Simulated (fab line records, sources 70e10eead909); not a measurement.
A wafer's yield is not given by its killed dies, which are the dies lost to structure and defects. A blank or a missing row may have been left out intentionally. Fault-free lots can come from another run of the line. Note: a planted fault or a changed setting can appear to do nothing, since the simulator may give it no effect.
Chamber matching    flow nand harc    cmp-01 running NHARC_A_STAIRCASE_CMP_152: 4 sister chambers
The step polishes. 4 wafers are shown with their chamber, then 9 later ones without.

WAFERS PAIRED WITH THEIR CHAMBERS
wafer   chamber  motor current A (A)
L082.3  3        14.1
L089.1  2        11.8
L089.4  0        11.5
L089.5  1        12.1

WAFERS WHOSE CHAMBER IS MISSING
wafer   motor current A (A)
L091.1  11.6
L091.3  11.2
L091.5  11.3
L090.1  13.0
L090.2  11.4
L090.4  11.1
L093.1  11.7
L093.2  13.7
L093.3  10.9

WHICH CHAMBER EACH WENT THROUGH
wafer   from the rows above                in truth
L091.1  can't be placed: 0 or 2 or 1       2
L091.3  can't be placed: 0 or 2 or 1       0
L091.5  can't be placed: 0 or 2 or 1       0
L090.1  can't be placed: 1 or 3 or 2 or 0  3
L090.2  can't be placed: 0 or 2 or 1       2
L090.4  can't be placed: 0 or 2 or 1       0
L093.1  can't be placed: 2 or 0 or 1       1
L093.2  3                                  3
L093.3  can't be placed: 0 or 2 or 1       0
Placed correctly: 1 of 9. Unplaceable from these rows: 8, with the true chamber sitting among the candidates in 8. 0 placed wrongly.
How it was worked out, from the rows above alone: a wafer's distance from a chamber is the root of the sum, over the readings, of the square of ((its reading less the chamber's mean) divided by the reading's scatter). If the next closest chamber is less than 2 further off than the closest, the wafer can't be placed; otherwise it belongs to the closest. The mean given for a chamber averages the wafers shown for that chamber. The scatter: root of mean squared gap, hidden wafer to nearest shown wafer, with one shown wafer a chamber.
